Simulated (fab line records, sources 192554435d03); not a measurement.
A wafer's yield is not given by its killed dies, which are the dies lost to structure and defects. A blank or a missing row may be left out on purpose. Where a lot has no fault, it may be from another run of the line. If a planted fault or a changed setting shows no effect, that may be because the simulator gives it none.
Matching of chambers -- flow n5 finfet -- 4 sister chambers for N5_BEOL_M2_ALD_84 on ald metal-03
The step deposits TaN, pulse time 2 s, purge time 3 s, co reactant purge time 2 s. 8 wafers are shown with their chamber, then 7 later ones without.

WAFERS WITH THEIR CHAMBER
wafer,chamber,heater power outer w (W),heater power w (W)
L079.1,0,213,361
L080.1,2,272,517
L080.2,3,178,323
L081.2,1,213,407
L081.3,2,264,514
L081.4,3,177,305
L085.3,0,209,356
L085.4,1,212,411

WAFERS WITHOUT THEIR CHAMBER
wafer,heater power outer w (W),heater power w (W)
L085.6,176,315
L090.4,211,366
L090.5,209,366
L090.6,216,410
L095.2,184,312
L095.3,262,500
L095.6,215,400

WHICH CHAMBER EACH ONE RAN IN
wafer,from the rows above,in truth
L085.6,3,3
L090.4,0,0
L090.5,0,0
L090.6,1,1
L095.2,3,3
L095.3,2,2
L095.6,1,1
Placed correctly: 7 of 7. Can't be placed from these rows: 0. 0 placed wrongly.
How it was worked out, from the rows above alone: a wafer's distance from a chamber is the root of the sum, over the readings, of the square of ((its reading less the chamber's mean) divided by the reading's scatter). The wafer belongs to the nearest chamber; if the next one is less than 2 further off, it can't be placed. A chamber's mean is the mean of its shown wafers. How the scatter is found: for the shown wafers, subtract from each reading the mean of its chamber, square and add these, divide the total by (wafers less chambers), then take the root.
